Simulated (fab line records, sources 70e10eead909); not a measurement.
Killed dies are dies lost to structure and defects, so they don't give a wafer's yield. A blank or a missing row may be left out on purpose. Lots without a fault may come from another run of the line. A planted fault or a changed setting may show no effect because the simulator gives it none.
fab line records | flow nand_harc
record lots=23 wafers=69 last_day=33
route steps=1302 shown A_STAIRCASE@711
lots that met no fault: from a run of the same line without faults
start_h: hours from the record's first day to the start of the lot's first wafer shown | wait_h: hours since the lot's step before | " the same as in the row above | L1.1+2: a row that stands for several wafers | - no value, or no start given | * or withheld: withheld | < > ~ a bound
route shown NAME@n: a module of which the file shows steps, and the number in the route of the first | usual: mean/standard deviation of fault-free wafers | same: alike in all rows | chamber/n: place in a boat | sites: the reading at each site | _std_site: their standard deviation | _edge_site: outer sites' mean less inner sites' | radius_mm: how far each site lies from the wafer's centre | mask NAME#n: copy n | behind: the tool/chamber that last shaped the wafer | hold: why the lot was held/for how many hours/how that ended | device: the transistor (n, p or np) that didn't switch | end of line: the same wafers' tests at the end of the route | a step without rows: its recipe alone | killed: dies lost to structure and defects at the first sort, not the wafer's yield | map: a wafer's dies, x killed, . not, _ none there
set.NAME: the setting as run; set.NAME@STEP: as run at that earlier step | model.NAME: the simulator's own value behind a step, which no gauge read
steps of the route over a sample of lots; a table a step, a row a wafer
services: from which hour (start_h, from the record's first day; less than 0 if before it) a tool's chamber was out of use, for how many hours, and why
## steps
# step NHARC_A_STAIRCASE_ETCH_197
# recipe target_depth_a=1000 time_s=40.5 ion_energy_ev=400 c4f8_flow_sccm=20 o2_flow_sccm=10 ar_flow_sccm=withheld rf_w=600 bias_w=1000 chemistry=C4F8/O2
# usual oes_product_au=0.951/0.02 rf_fwd_power_W=592/3 rf_vpp_V=895/4.2
# columns lot.wafer tool chamber start_h wait_h oes_product_au rf_fwd_power_W rf_hours_counter_h rf_vpp_V
L074.3 rie_diel-04 0 - - 0.988 589 30 896
L074.5 " 1 " " 0.975 595 - 900
L074.6 " 2 " " 0.969 595 - 903
L075.1 rie_diel-05 2 - - 0.933 592 40 896
L075.5 " 1 " " 0.937 587 - 889
L075.6 " 2 " " 0.934 591 - 895
L076.3 rie_diel-12 2 - - 0.987 594 27 895
L076.1 " 1 " " 0.968 587 36 897
L076.6 " 3 " " 0.955 594 - 890
L078.4 rie_diel-04 3 - - 0.969 593 8 895
L078.2 " 0 " " 0.970 591 7 897
L078.6 " 1 " " 0.943 594 - 899
L077.4 rie_diel-05 1 - - 0.959 587 53 889
L077.2 " 2 " " 0.970 594 49 894
L077.6 " 0 " " 0.918 594 - 895
L079.1 rie_diel-04 3 - - 0.953 588 16 895
L079.2 " 1 " " 0.942 593 13 898
L079.6 " 3 " " 0.956 589 - 894
L081.4 rie_diel-05 3 - - 0.954 590 1 892
L081.6 " 1 " " 0.970 589 - 889
L081.5 " 2 " " 0.943 589 - 896
L080.2 rie_diel-04 1 - - 0.949 598 17 898
L080.3 " 2 " " 0.977 595 22 903
L080.5 " 2 " " 0.965 596 - 902
L082.2 rie_diel-12 2 - - 0.944 595 49 897
L082.4 " 3 " " 0.937 592 51 890
L082.6 " 1 " " 0.949 588 - 898
L084.2 rie_diel-04 1 - - 0.936 598 27 899
L084.3 " 2 " " 0.953 594 31 899
L084.6 " 1 " " 0.943 597 - 898
L083.2 rie_diel-04 1 - - 0.950 593 27 899
L083.4 " 2 " " 0.956 596 31 902
L083.1 " 3 " " 0.964 590 34 893
L085.1 rie_diel-12 2 - - 0.945 595 2 896
L085.3 " 3 " " 0.933 594 2 890
L085.6 " 2 " " 0.958 593 - 897
L086.1 rie_diel-05 0 - - 0.966 589 19 894
L086.6 " 3 " " 0.950 591 - 891
L086.5 " 0 " " 0.954 591 - 893
L087.3 rie_diel-04 3 - - 0.948 592 38 893
L087.4 " 0 " " 0.959 591 34 896
L087.1 " 2 " " 0.960 596 35 901
L088.3 rie_diel-04 2 - - 0.952 595 41 901
L088.4 " 0 " " 0.953 589 39 897
L088.6 " 3 " " 0.946 594 - 894
L090.2 rie_diel-12 0 - - 0.941 596 21 891
L090.1 " 3 " " 0.908 594 19 887
L090.5 " 3 " " 0.911 596 - 888
L091.2 rie_diel-04 3 - - 0.966 592 48 894
L091.1 " 0 " " 0.951 590 44 899
L091.3 " 1 " " 0.922 594 41 899
L093.1 rie_diel-04 2 - - 0.968 597 1 901
L093.3 " 3 " " 0.967 595 2 894
L093.5 " 2 " " 0.970 597 - 902
L092.2 rie_diel-04 1 - - 0.966 596 2 897
L092.4 " 0 " " 0.985 590 3 895
L092.6 " 1 " " 0.975 594 - 898
L094.4 rie_diel-12 1 - - 0.969 586 34 895
L094.3 " 2 " " 0.924 593 34 896
L094.5 " 3 " " 0.911 589 - 890
L095.2 rie_diel-05 3 - - 0.950 589 55 892
L095.3 " 1 " " 0.956 588 56 889
L095.6 " 0 " " 0.927 590 - 892
L096.4 rie_diel-04 2 - - 0.943 596 9 901
L096.1 " 3 " " 0.942 592 11 893
L096.2 " 0 " " 0.970 587 11 896
L097.5 rie_diel-12 3 - - 0.915 594 - 889
L097.4 " 1 " " 0.947 586 - 895
L097.6 " 2 " " 0.919 594 - 895
# step NHARC_A_STAIRCASE_ETCH_223
# recipe target_depth_a=1000 time_s=40.5 ion_energy_ev=400 c4f8_flow_sccm=20 o2_flow_sccm=10 ar_flow_sccm=withheld rf_w=600 bias_w=1000 chemistry=C4F8/O2
# usual oes_product_au=0.942/0.017 rf_fwd_power_W=592/3.1 rf_vpp_V=894/3.9
# columns lot.wafer tool chamber start_h wait_h oes_product_au rf_fwd_power_W rf_hours_counter_h rf_vpp_V
L074.3 rie_diel-12 0 - - 0.959 593 26 894
L074.6 " 2 " " 0.938 596 - 897
L074.5 " 3 " " 0.926 590 - 889
L075.1 rie_diel-05 1 - - 0.940 589 47 889
L075.5 " 1 " " 0.945 587 - 886
L075.6 " 2 " " 0.950 592 - 894
L076.3 rie_diel-05 3 - - 0.936 590 47 892
L076.1 " 1 " " 0.966 588 52 889
L076.6 " 3 " " 0.943 588 - 892
L078.4 rie_diel-05 2 - - 0.952 594 49 894
L078.2 " 1 " " 0.955 589 54 889
L078.6 " 2 " " 0.954 592 - 895
L077.4 rie_diel-05 0 - - 0.902 589 57 893
L077.2 " 1 " " 0.945 588 55 887
L077.6 " 1 " " 0.953 589 - 888
L079.2 rie_diel-04 1 - - 0.908 597 14 900
L079.1 " 2 " " 0.937 597 18 901
L079.6 " 0 " " 0.942 590 - 897
L081.4 rie_diel-04 3 - - 0.955 590 20 895
L081.5 " 0 " " 0.959 592 - 897
L081.6 " 1 " " 0.937 594 - 899
L080.2 rie_diel-12 2 - - 0.938 592 47 895
L080.3 " 3 " " 0.933 594 50 890
L080.5 " 2 " " 0.926 594 - 896
L082.2 rie_diel-05 0 - - 0.934 593 6 892
L082.4 " 0 " " 0.941 593 - 891
L082.6 " 3 " " 0.950 590 - 893
L084.2 rie_diel-04 2 - - 0.947 592 32 901
L084.3 " 3 " " 0.948 593 35 893
L084.6 " 1 " " 0.945 595 - 897
L083.1 rie_diel-12 2 - - 0.948 596 3 896
L083.4 " 0 " " 0.950 594 2 892
L083.2 " 1 " " 0.960 585 2 896
L085.1 rie_diel-12 3 - - 0.903 593 3 890
L085.3 " 0 " " 0.931 597 3 889
L085.6 " 3 " " 0.907 593 - 889
L086.1 rie_diel-04 3 - - 0.963 589 37 895
L086.6 " 2 " " 0.950 591 - 901
L086.5 " 3 " " 0.957 589 - 893
L087.3 rie_diel-12 0 - - 0.926 592 7 891
L087.1 " 1 " " 0.943 586 8 895
L087.4 " 3 " " 0.906 595 7 889
L088.3 rie_diel-05 1 - - 0.958 587 33 888
L088.4 " 2 " " 0.951 591 33 894
L088.6 " 0 " " 0.933 591 - 892
L091.1 rie_diel-05 1 - - 0.970 590 42 887
L091.2 " 2 " " 0.967 593 42 892
L091.3 " 0 " " 0.912 594 37 892
L090.2 rie_diel-04 0 - - 0.952 592 45 895
L090.1 " 3 " " 0.960 593 49 893
L090.5 " 0 " " 0.953 592 - 896
L093.1 rie_diel-04 0 - - 0.956 588 3 896
L093.3 " 1 " " 0.951 593 3 898
L093.5 " 2 " " 0.957 596 - 901
L092.4 rie_diel-04 1 - - 0.950 595 3 899
L092.2 " 3 " " 0.954 588 3 892
L092.6 " 1 " " 0.955 595 - 898
L094.4 rie_diel-04 2 - - 0.950 594 4 901
L094.3 " 0 " " 0.968 587 5 896
L094.5 " 1 " " 0.965 594 - 899
L095.2 rie_diel-05 0 - - 0.923 591 54 892
L095.3 " 2 " " 0.944 595 59 894
L095.6 " 0 " " 0.917 591 - 892
L096.1 rie_diel-12 1 - - 0.973 585 42 894
L096.2 " 2 " " 0.926 596 40 895
L096.4 " 3 " " 0.917 595 33 888
L097.4 rie_diel-12 1 - - 0.953 584 - 896
L097.5 " 2 " " 0.911 594 - 897
L097.6 " 3 " " 0.911 596 - 888
# step NHARC_A_STAIRCASE_TRIM_224
# recipe time_s=211.2 o2_flow_sccm=500 ar_flow_sccm=0 bias_w=0 chemistry=O2
# usual drypump_motor_current_A=5.81/0.24 oes_product_au=1.001/0.018 rf_vpp_V=57.7/0.81 showerhead_plenum_p_Torr=3.48/0.099 throttle_valve_pct=17.036/0.0086
# columns lot.wafer tool chamber start_h wait_h drypump_motor_current_A oes_product_au rf_hours_counter_h rf_vpp_V showerhead_plenum_p_Torr throttle_valve_pct
L074.3 rie_diel-12 3 - - 5.60 0.971 23 56.4 3.37 17.044
L074.5 " 2 " " 5.84 0.994 - 57.7 3.54 17.046
L074.6 " 3 " " 5.61 0.983 - 56.9 3.37 17.027
L075.1 rie_diel-05 1 - - 6.06 1.015 47 57.3 3.33 17.025
L075.6 " 1 " " 6.09 1.022 - 57.6 3.33 17.023
L075.5 " 2 " " 6.14 1.017 - 57.4 3.50 17.034
L076.3 rie_diel-05 1 - - 6.07 1.021 52 58.0 3.33 17.038
L076.1 " 0 " " 5.42 0.986 53 57.6 3.45 17.040
L076.6 " 2 " " 6.10 1.022 - 57.3 3.50 17.027
L078.2 rie_diel-05 1 - - 6.10 1.012 54 58.1 3.33 17.031
L078.4 " 0 " " 5.42 0.973 55 59.2 3.45 17.041
L078.6 " 2 " " 6.09 1.034 - 58.1 3.50 17.027
L077.4 rie_diel-05 3 - - 5.81 0.987 51 57.1 3.42 17.041
L077.2 " 0 " " 5.42 0.959 57 57.6 3.45 17.028
L077.6 " 2 " " 6.06 1.025 - 56.8 3.50 17.039
L079.1 rie_diel-04 2 - - 6.27 1.015 18 56.5 3.70 17.026
L079.2 " 3 " " 5.55 1.023 17 56.8 3.47 17.045
L079.6 " 2 " " 6.26 1.018 - 57.1 3.70 17.026
L081.4 rie_diel-04 2 - - 6.25 1.009 21 58.7 3.70 17.055
L081.5 " 3 " " 5.57 1.006 - 57.2 3.47 17.029
L081.6 " 0 " " 5.91 1.009 - 59.4 3.55 17.045
L080.3 rie_diel-12 3 - - 5.59 0.979 50 58.2 3.36 17.040
L080.2 " 1 " " 5.81 1.005 54 57.5 3.53 17.046
L080.5 " 3 " " 5.60 0.977 - 57.9 3.36 17.022
L082.2 rie_diel-05 0 - - 5.42 0.981 6 58.0 3.44 17.041
L082.6 " 3 " " 5.77 0.995 - 56.9 3.41 17.039
L082.4 " 0 " " 5.41 0.980 - 57.5 3.44 17.047
L084.3 rie_diel-04 0 - - 5.93 1.007 31 58.3 3.54 17.029
L084.2 " 1 " " 5.59 1.001 28 56.4 3.60 17.035
L084.6 " 3 " " 5.54 1.016 - 58.4 3.46 17.036
L083.2 rie_diel-12 0 - - 5.82 1.016 2 57.7 3.40 17.037
L083.1 " 2 " " 5.81 0.983 3 57.5 3.52 17.049
L083.4 " 3 " " 5.61 0.970 3 57.3 3.35 17.035
L085.1 rie_diel-12 2 - - 5.80 0.980 3 57.5 3.52 17.014
L085.3 " 3 " " 5.59 0.968 4 57.4 3.35 17.045
L085.6 " 0 " " 5.88 0.996 - 57.9 3.40 17.027
L086.1 rie_diel-04 1 - - 5.59 1.004 31 56.5 3.60 17.042
L086.6 " 3 " " 5.55 1.011 - 57.0 3.46 17.028
L086.5 " 0 " " 5.92 1.018 - 56.0 3.54 17.036
L087.3 rie_diel-12 2 - - 5.78 0.982 8 58.1 3.52 17.033
L087.4 " 3 " " 5.59 0.961 7 57.1 3.35 17.047
L087.1 " 1 " " 5.81 1.025 8 57.5 3.52 17.034
L088.3 rie_diel-05 2 - - 6.06 1.016 33 56.8 3.48 17.046
L088.4 " 0 " " 5.43 0.980 30 56.9 3.43 17.040
L088.6 " 3 " " 5.75 0.990 - 58.4 3.40 17.051
L091.2 rie_diel-05 3 - - 5.76 0.989 40 55.7 3.39 17.033
L091.1 " 0 " " 5.41 0.970 37 57.5 3.43 17.043
L091.3 " 1 " " 6.08 0.999 42 58.0 3.30 17.051
L090.1 rie_diel-04 3 - - 5.54 1.015 49 58.1 3.46 17.033
L090.2 " 1 " " 5.62 0.996 41 57.6 3.60 17.048
L090.5 " 0 " " 5.92 1.010 - 57.8 3.54 17.051
L093.3 rie_diel-04 2 - - 6.23 1.010 2 58.0 3.68 17.034
L093.1 " 3 " " 5.56 1.013 3 56.2 3.45 17.046
L093.5 " 3 " " 5.54 1.003 - 56.9 3.45 17.037
L092.2 rie_diel-04 3 - - 5.55 1.026 3 57.1 3.45 17.046
L092.4 " 1 " " 5.58 1.007 3 57.6 3.59 17.022
L092.6 " 3 " " 5.56 1.028 - 58.2 3.45 17.034
L094.4 rie_diel-04 0 - - 5.95 1.010 5 58.5 3.53 17.034
L094.3 " 3 " " 5.55 1.006 5 57.3 3.45 17.037
L094.5 " 1 " " 5.57 1.011 - 57.2 3.59 17.032
L095.2 rie_diel-05 3 - - 5.80 1.005 57 59.0 3.38 17.022
L095.3 " 1 " " 6.07 1.001 58 55.5 3.29 17.033
L095.6 " 0 " " 5.42 0.975 - 59.1 3.42 17.035
L096.4 rie_diel-12 0 - - 5.86 1.003 39 57.4 3.38 17.044
L096.1 " 2 " " 5.79 0.985 40 57.4 3.50 17.047
L096.2 " 3 " " 5.59 0.980 33 57.2 3.34 17.042
L097.5 rie_diel-12 2 - - 5.82 0.976 - 57.2 3.50 17.041
L097.6 " 3 " " 5.59 0.972 - 56.3 3.33 17.037
L097.4 " 1 " " 5.82 1.004 - 57.9 3.50 17.039
# step NHARC_A_STAIRCASE_ETCH_232
# recipe target_depth_a=1000 time_s=40.5 ion_energy_ev=400 c4f8_flow_sccm=20 o2_flow_sccm=10 ar_flow_sccm=withheld rf_w=600 bias_w=1000 chemistry=C4F8/O2
# usual oes_product_au=0.946/0.016 rf_fwd_power_W=591.9/3 rf_vpp_V=894/3.6
# columns lot.wafer tool chamber start_h wait_h oes_product_au rf_fwd_power_W rf_hours_counter_h rf_vpp_V
L074.3 rie_diel-12 3 - - 0.917 597.6 24 891
L074.5 " 0 " " 0.944 596.1 - 892
L074.6 " 1 " " 0.933 587.9 - 896
L075.1 rie_diel-05 0 - - 0.923 591.2 48 894
L075.5 " 3 " " 0.935 591.8 - 893
L075.6 " 0 " " 0.935 592.5 - 893
L076.1 rie_diel-04 0 - - 0.965 585.8 5 896
L076.3 " 1 " " 0.939 594.7 5 899
L076.6 " 2 " " 0.941 593.7 - 902
L078.2 rie_diel-12 0 - - 0.949 595.2 38 893
L078.4 " 3 " " 0.935 597.9 37 890
L078.6 " 1 " " 0.939 590.5 - 896
L077.4 rie_diel-05 2 - - 0.963 592.0 51 894
L077.2 " 3 " " 0.948 590.6 52 892
L077.6 " 2 " " 0.971 589.9 - 894
L079.1 rie_diel-04 2 - - 0.952 595.6 18 901
L079.2 " 1 " " 0.929 595.7 14 898
L079.6 " 3 " " 0.955 592.8 - 894
L081.4 rie_diel-04 3 - - 0.960 592.7 21 895
L081.5 " 3 " " 0.941 594.5 - 892
L081.6 " 0 " " 0.950 592.9 - 898
L080.2 rie_diel-05 2 - - 0.958 590.8 6 893
L080.3 " 0 " " 0.935 590.6 4 892
L080.5 " 2 " " 0.955 592.1 - 893
L082.2 rie_diel-05 2 - - 0.936 591.1 9 896
L082.4 " 2 " " 0.937 592.0 - 894
L082.6 " 3 " " 0.948 588.7 - 891
L084.2 rie_diel-04 3 - - 0.948 592.8 35 895
L084.3 " 2 " " 0.951 593.0 32 904
L084.6 " 0 " " 0.966 589.7 - 895
L083.4 rie_diel-05 2 - - 0.928 590.3 18 895
L083.1 " 3 " " 0.927 588.8 18 890
L083.2 " 0 " " 0.921 594.6 18 893
L085.3 rie_diel-05 0 - - 0.919 590.8 19 892
L085.1 " 1 " " 0.934 588.1 16 887
L085.6 " 3 " " 0.940 594.7 - 891
L086.1 rie_diel-12 0 - - 0.982 596.8 6 892
L086.6 " 2 " " 0.947 593.5 - 895
L086.5 " 3 " " 0.942 594.2 - 889
L087.4 rie_diel-05 1 - - 0.957 587.4 24 886
L087.1 " 3 " " 0.964 593.5 23 892
L087.3 " 0 " " 0.947 591.8 26 892
L088.4 rie_diel-04 0 - - 0.959 590.6 40 896
L088.3 " 2 " " 0.951 594.4 42 901
L088.6 " 3 " " 0.955 592.6 - 893
L091.1 rie_diel-05 2 - - 0.960 598.3 43 894
L091.2 " 3 " " 0.926 591.0 41 892
L091.3 " 0 " " 0.924 590.9 38 892
L090.2 rie_diel-04 0 - - 0.960 591.0 45 896
L090.1 " 1 " " 0.949 592.7 42 899
L090.5 " 3 " " 0.956 589.3 - 894
L093.3 rie_diel-12 0 - - 0.964 597.8 29 892
L093.1 " 1 " " 0.972 588.8 33 894
L093.5 " 2 " " 0.930 591.6 - 895
L092.4 rie_diel-12 1 - - 0.952 588.6 34 896
L092.2 " 2 " " 0.914 593.3 33 895
L092.6 " 2 " " 0.919 594.8 - 896
L094.3 rie_diel-05 3 - - 0.974 593.0 52 892
L094.4 " 0 " " 0.942 590.9 48 892
L094.5 " 2 " " 0.961 592.4 - 893
L095.2 rie_diel-04 3 - - 0.960 595.6 12 893
L095.3 " 1 " " 0.976 598.4 10 898
L095.6 " 3 " " 0.954 594.2 - 892
L096.1 rie_diel-05 0 - - 0.929 593.2 54 892
L096.4 " 1 " " 0.967 590.8 58 888
L096.2 " 3 " " 0.956 590.1 58 890
L097.4 rie_diel-12 3 - - 0.933 596.2 - 888
L097.6 " 1 " " 0.962 588.7 - 893
L097.5 " 2 " " 0.937 593.1 - 895
# step NHARC_A_STAIRCASE_TRIM_233
# recipe time_s=211.2 o2_flow_sccm=500 ar_flow_sccm=0 bias_w=0 chemistry=O2
# usual drypump_motor_current_A=5.81/0.24 oes_product_au=1.001/0.016 rf_vpp_V=57.7/0.91 showerhead_plenum_p_Torr=3.47/0.1 throttle_valve_pct=17.038/0.008
# columns lot.wafer tool chamber start_h wait_h drypump_motor_current_A oes_product_au rf_hours_counter_h rf_vpp_V showerhead_plenum_p_Torr throttle_valve_pct
L074.3 rie_diel-12 2 - - 5.81 1.001 18 55.6 3.54 17.031
L074.6 " 0 " " 5.84 1.015 - 56.6 3.42 17.048
L074.5 " 1 " " 5.86 1.005 - 58.8 3.54 17.027
L075.1 rie_diel-05 3 - - 5.75 0.979 41 56.8 3.42 17.035
L075.6 " 1 " " 6.07 1.008 - 58.0 3.33 17.038
L075.5 " 2 " " 6.05 1.009 - 57.8 3.50 17.034
L076.3 rie_diel-04 1 - - 5.58 1.002 5 57.3 3.62 17.046
L076.1 " 2 " " 6.25 1.008 7 58.3 3.71 17.038
L076.6 " 1 " " 5.57 1.007 - 57.8 3.62 17.037
L078.2 rie_diel-12 3 - - 5.60 0.991 37 56.2 3.36 17.032
L078.4 " 1 " " 5.85 1.019 40 57.8 3.54 17.032
L078.6 " 3 " " 5.59 0.988 - 56.2 3.36 17.039
L077.4 rie_diel-05 3 - - 5.81 0.996 52 55.5 3.42 17.032
L077.2 " 2 " " 6.08 1.038 51 57.1 3.50 17.025
L077.6 " 0 " " 5.42 0.981 - 57.6 3.45 17.034
L079.1 rie_diel-04 1 - - 5.59 0.980 14 57.9 3.61 17.041
L079.2 " 3 " " 5.55 1.016 17 56.4 3.47 17.029
L079.6 " 1 " " 5.58 0.991 - 57.1 3.61 17.028
L081.4 rie_diel-04 0 - - 5.96 1.022 17 60.1 3.55 17.043
L081.5 " 3 " " 5.53 1.022 - 57.9 3.47 17.038
L081.6 " 0 " " 5.97 1.018 - 56.9 3.55 17.015
L080.3 rie_diel-05 2 - - 6.10 1.000 6 57.9 3.49 17.035
L080.2 " 3 " " 5.78 1.010 5 56.6 3.41 17.030
L080.5 " 2 " " 6.11 1.003 - 57.1 3.49 17.033
L082.2 rie_diel-05 3 - - 5.75 1.005 7 56.0 3.41 17.044
L082.4 " 0 " " 5.43 0.996 - 58.0 3.44 17.040
L082.6 " 2 " " 6.10 1.002 - 57.9 3.49 17.029
L084.2 rie_diel-04 1 - - 5.58 1.001 28 59.0 3.60 17.027
L084.3 " 2 " " 6.22 1.015 32 57.3 3.69 17.048
L084.6 " 1 " " 5.60 0.997 - 58.0 3.60 17.041
L083.1 rie_diel-05 3 - - 5.78 0.997 18 57.6 3.40 17.053
L083.2 " 0 " " 5.41 0.996 18 58.1 3.44 17.043
L083.4 " 2 " " 6.07 0.997 18 56.3 3.49 17.043
L085.1 rie_diel-05 2 - - 6.13 0.986 18 55.8 3.48 17.041
L085.3 " 0 " " 5.43 0.983 19 57.4 3.44 17.029
L085.6 " 1 " " 6.10 1.004 - 57.1 3.31 17.044
L086.1 rie_diel-12 3 - - 5.61 0.973 6 57.8 3.35 17.039
L086.5 " 0 " " 5.88 1.004 - 57.5 3.40 17.034
L086.6 " 1 " " 5.84 1.026 - 58.6 3.52 17.029
L087.1 rie_diel-05 3 - - 5.76 0.992 23 57.8 3.40 17.051
L087.3 " 0 " " 5.43 0.988 26 56.9 3.43 17.039
L087.4 " 1 " " 6.04 1.003 24 56.7 3.31 17.039
L088.3 rie_diel-04 3 - - 5.57 1.002 44 57.6 3.46 17.037
L088.4 " 1 " " 5.60 1.007 37 57.9 3.60 17.042
L088.6 " 0 " " 5.97 0.998 - 56.3 3.54 17.039
L091.2 rie_diel-05 1 - - 6.07 1.006 42 57.5 3.30 17.040
L091.1 " 3 " " 5.78 0.995 41 58.0 3.39 17.040
L091.3 " 0 " " 5.43 0.978 38 58.5 3.43 17.037
L090.1 rie_diel-04 3 - - 5.51 1.013 49 57.3 3.46 17.036
L090.2 " 0 " " 5.96 1.001 45 59.2 3.54 17.022
L090.5 " 2 " " 6.21 1.000 - 57.5 3.68 17.039
L093.3 rie_diel-12 1 - - 5.84 1.030 33 58.1 3.51 17.029
L093.1 " 0 " " 5.86 0.989 29 57.3 3.39 17.046
L093.5 " 1 " " 5.83 1.015 - 59.1 3.51 17.043
L092.4 rie_diel-12 0 - - 5.88 1.001 30 57.0 3.39 17.040
L092.2 " 1 " " 5.81 1.017 34 58.7 3.51 17.045
L092.6 " 2 " " 5.81 0.982 - 59.1 3.51 17.041
L094.4 rie_diel-05 3 - - 5.78 1.008 52 57.4 3.39 17.029
L094.3 " 0 " " 5.44 0.975 48 59.0 3.42 17.042
L094.5 " 0 " " 5.42 0.976 - 58.1 3.42 17.036
L095.3 rie_diel-04 0 - - 5.95 1.020 12 59.3 3.53 17.042
L095.2 " 3 " " 5.55 1.004 12 57.9 3.45 17.028
L095.6 " 1 " " 5.56 1.017 - 58.7 3.59 17.037
L096.1 rie_diel-05 2 - - 6.09 1.011 60 60.9 3.46 17.042
L096.2 " 3 " " 5.79 1.016 58 56.8 3.38 17.026
L096.4 " 0 " " 5.42 0.976 54 57.9 3.42 17.037
L097.6 rie_diel-12 3 - - 5.59 0.975 - 57.3 3.33 17.030
L097.5 " 1 " " 5.81 1.020 - 58.7 3.50 17.047
L097.4 " 2 " " 5.81 0.978 - 58.3 3.50 17.038
# step NHARC_A_STAIRCASE_TRIM_235
# recipe time_s=211.2 o2_flow_sccm=500 ar_flow_sccm=0 bias_w=0 chemistry=O2
# usual drypump_motor_current_A=5.81/0.24 oes_product_au=1.000/0.015 rf_vpp_V=57.8/0.91 showerhead_plenum_p_Torr=3.47/0.1 throttle_valve_pct=17.037/0.0095
# columns lot.wafer tool chamber start_h wait_h drypump_motor_current_A oes_product_au rf_hours_counter_h rf_vpp_V showerhead_plenum_p_Torr throttle_valve_pct
L074.3 rie_diel-12 0 - - 5.85 0.999 27 57.1 3.42 17.021
L074.6 " 3 " " 5.59 0.981 - 57.9 3.37 17.017
L074.5 " 0 " " 5.85 1.015 - 58.0 3.42 17.039
L075.1 rie_diel-05 0 - - 5.41 0.979 48 58.1 3.45 17.047
L075.6 " 2 " " 6.08 1.004 - 57.2 3.50 17.036
L075.5 " 3 " " 5.75 0.983 - 59.4 3.42 17.040
L076.1 rie_diel-04 0 - - 5.92 1.015 5 56.9 3.56 17.032
L076.3 " 1 " " 5.59 0.990 6 59.3 3.62 17.022
L076.6 " 0 " " 5.94 1.012 - 58.1 3.56 17.031
L078.2 rie_diel-12 3 - - 5.62 0.993 37 57.1 3.36 17.040
L078.4 " 0 " " 5.85 1.015 38 57.3 3.41 17.027
L078.6 " 3 " " 5.62 0.983 - 58.0 3.36 17.024
L077.4 rie_diel-05 2 - - 6.10 1.016 51 57.8 3.50 17.043
L077.2 " 0 " " 5.41 0.965 58 57.8 3.45 17.033
L077.6 " 3 " " 5.74 0.974 - 57.4 3.42 17.057
L079.1 rie_diel-04 2 - - 6.29 1.005 19 58.5 3.70 17.053
L079.2 " 1 " " 5.58 0.992 14 58.3 3.61 17.042
L079.6 " 3 " " 5.55 1.015 - 57.4 3.47 17.028
L081.4 rie_diel-04 0 - - 5.93 1.021 17 58.6 3.55 17.040
L081.6 " 2 " " 6.25 1.012 - 58.3 3.70 17.030
L081.5 " 3 " " 5.55 1.005 - 57.7 3.47 17.049
L080.3 rie_diel-05 1 - - 6.07 1.026 6 58.1 3.32 17.017
L080.2 " 2 " " 6.15 1.013 7 57.2 3.49 17.034
L080.5 " 3 " " 5.75 1.008 - 57.4 3.41 17.030
L082.2 rie_diel-05 0 - - 5.42 0.996 7 58.2 3.44 17.030
L082.4 " 0 " " 5.42 0.987 - 59.5 3.44 17.038
L082.6 " 2 " " 6.11 1.004 - 56.9 3.49 17.053
L084.3 rie_diel-04 3 - - 5.59 1.011 35 58.3 3.46 17.045
L084.2 " 1 " " 5.56 1.014 29 56.1 3.60 17.046
L084.6 " 0 " " 5.96 1.006 - 57.1 3.54 17.032
L083.2 rie_diel-05 0 - - 5.41 0.990 19 57.9 3.44 17.038
L083.4 " 2 " " 6.11 0.995 18 58.9 3.49 17.035
L083.1 " 3 " " 5.77 1.003 18 56.9 3.40 17.037
L085.3 rie_diel-05 2 - - 6.07 0.984 19 56.4 3.48 17.047
L085.1 " 3 " " 5.75 0.999 18 57.5 3.40 17.039
L085.6 " 3 " " 5.76 0.993 - 56.5 3.40 17.050
L086.1 rie_diel-12 2 - - 5.77 0.992 7 56.8 3.52 17.044
L086.5 " 0 " " 5.82 1.015 - 56.1 3.40 17.043
L086.6 " 1 " " 5.82 1.021 - 57.9 3.52 17.054
L087.1 rie_diel-05 1 - - 6.09 1.011 24 57.9 3.31 17.022
L087.3 " 3 " " 5.72 0.987 24 56.1 3.40 17.054
L087.4 " 0 " " 5.41 0.996 26 55.5 3.43 17.049
L088.4 rie_diel-04 1 - - 5.57 1.000 37 59.7 3.60 17.032
L088.3 " 2 " " 6.22 1.008 42 56.2 3.69 17.032
L088.6 " 1 " " 5.58 1.012 - 59.4 3.60 17.051
L091.1 rie_diel-05 0 - - 5.41 0.971 38 57.2 3.43 17.045
L091.3 " 1 " " 6.06 1.006 42 58.0 3.30 17.035
L091.2 " 3 " " 5.77 0.998 41 59.3 3.39 17.024
L090.2 rie_diel-04 1 - - 5.60 0.995 42 58.9 3.60 17.031
L090.1 " 2 " " 6.24 1.007 46 58.1 3.68 17.043
L090.5 " 2 " " 6.28 0.998 - 59.3 3.68 17.048
L093.3 rie_diel-12 3 - - 5.61 0.969 28 60.0 3.34 17.041
L093.1 " 0 " " 5.86 1.003 30 56.5 3.39 17.031
L093.5 " 2 " " 5.81 0.980 - 58.2 3.51 17.032
L092.2 rie_diel-12 3 - - 5.60 0.967 28 57.4 3.34 17.044
L092.4 " 1 " " 5.84 1.025 34 58.0 3.51 17.028
L092.6 " 3 " " 5.61 0.979 - 57.5 3.34 17.037
L094.3 rie_diel-05 3 - - 5.80 1.002 52 59.2 3.39 17.036
L094.4 " 0 " " 5.43 0.983 48 58.0 3.42 17.049
L094.5 " 2 " " 6.09 1.009 - 57.2 3.47 17.039
L095.2 rie_diel-04 1 - - 5.59 0.999 10 57.2 3.59 17.021
L095.3 " 3 " " 5.52 1.005 12 57.0 3.45 17.043
L095.6 " 1 " " 5.61 1.011 - 59.0 3.59 17.052
L096.4 rie_diel-05 0 - - 5.43 0.983 54 58.3 3.42 17.043
L096.1 " 1 " " 6.06 1.009 59 57.1 3.29 17.024
L096.2 " 2 " " 6.09 1.011 60 58.7 3.46 17.053
L097.6 rie_diel-12 1 - - 5.85 1.010 - 57.3 3.50 17.040
L097.4 " 2 " " 5.82 0.982 - 57.2 3.50 17.041
L097.5 " 3 " " 5.60 0.966 - 58.1 3.33 17.032
## services
# columns tool chamber start_h hours kind
rie_diel-05 0 336.87 - clean
rie_diel-05 1 336.87 - clean
rie_diel-05 2 336.87 - clean
rie_diel-05 3 336.87 - clean
rie_diel-04 - 355.26 9.0 pm
rie_diel-05 0 361.37 - clean
rie_diel-05 1 361.37 - clean
rie_diel-05 2 361.37 - clean
rie_diel-05 3 361.37 - clean
rie_diel-05 0 385.87 - clean
rie_diel-05 1 385.87 - clean
rie_diel-05 2 385.87 - clean
rie_diel-05 3 385.87 - clean
rie_diel-05 - 406.62 9.0 pm
rie_diel-05 0 406.62 9.0 vent_cycle
rie_diel-05 1 406.62 9.0 vent_cycle
rie_diel-05 2 406.62 9.0 vent_cycle
rie_diel-05 1 434.90 8.5 repair
rie_diel-12 1 436.89 4.7 repair
rie_diel-12 - 447.69 9.0 pm
rie_diel-05 0 488.97 8.7 repair
rie_diel-04 - 532.26 9.0 pm
rie_diel-12 0 576.81 15.6 repair
rie_diel-05 - 583.62 9.0 pm
## key
fault none
